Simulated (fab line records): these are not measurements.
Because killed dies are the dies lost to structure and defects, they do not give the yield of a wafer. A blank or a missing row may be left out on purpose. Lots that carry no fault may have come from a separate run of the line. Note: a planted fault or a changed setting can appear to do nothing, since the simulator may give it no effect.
Matching of chambers	flow n5_finfet	4 sister chambers for N5_BEOL_M11_STRIP_36 on rie_diel-06
The step strips in N2/H2. 14 wafers are shown with their chamber, then 7 later ones without.

## EACH WAFER AND ITS CHAMBER
wafer	chamber	showerhead_plenum_p_Torr (Torr)	throttle_valve_pct (%)	drypump_motor_current_A (A)
L074.1	0	2.70	23.6	5.5
L074.4	1	2.64	24.1	6.2
L074.6	0	2.70	23.6	5.4
L078.1	0	2.70	23.6	5.5
L078.4	1	2.63	24.1	6.2
L078.6	2	2.72	24.3	5.8
L082.1	3	2.47	23.5	5.9
L082.2	1	2.63	24.1	6.2
L082.3	2	2.72	24.3	5.7
L084.2	3	2.46	23.5	5.9
L084.4	1	2.63	24.1	6.2
L084.5	1	2.63	24.1	6.2
L087.3	0	2.69	23.7	5.4
L087.5	3	2.46	23.5	5.8

SIGNATURES, as means of the wafers listed above
reading	chamber 0	chamber 1	chamber 2	chamber 3	scatter within a chamber
showerhead_plenum_p_Torr	2.6975	2.6320	2.7200	2.4633	0.00471
throttle_valve_pct	23.625	24.100	24.300	23.500	0.0274
drypump_motor_current_A	5.450	6.200	5.750	5.867	0.0465
Rule: for a wafer and a chamber, the distance is found by dividing, reading by reading, the gap between the wafer's reading and the chamber's mean by the reading's scatter, squaring, summing and taking the root. If the next closest chamber is less than 2 further off than the closest, the wafer can't be placed; otherwise it belongs to the closest. The scatter: the root of (the sum of the squares of (reading less its chamber's mean) over the shown wafers, divided by (wafers less chambers)).

## WAFERS WHOSE CHAMBER IS MISSING
wafer	showerhead_plenum_p_Torr (Torr)	throttle_valve_pct (%)	drypump_motor_current_A (A)
L087.6	2.71	24.3	5.7
L088.3	2.69	23.6	5.5
L088.5	2.62	24.1	6.2
L088.6	2.69	23.6	5.5
L097.2	2.71	24.3	5.8
L097.4	2.62	24.1	6.2
L097.6	2.68	23.7	5.5

## EACH ONE'S CHAMBER
wafer	from the rows above	in truth
L087.6	2	2
L088.3	0	0
L088.5	1	1
L088.6	0	0
L097.2	2	2
L097.4	1	1
L097.6	0	0
Correctly placed: 7 of 7. Left unplaced by these rows: 0. Number placed wrongly: 0.
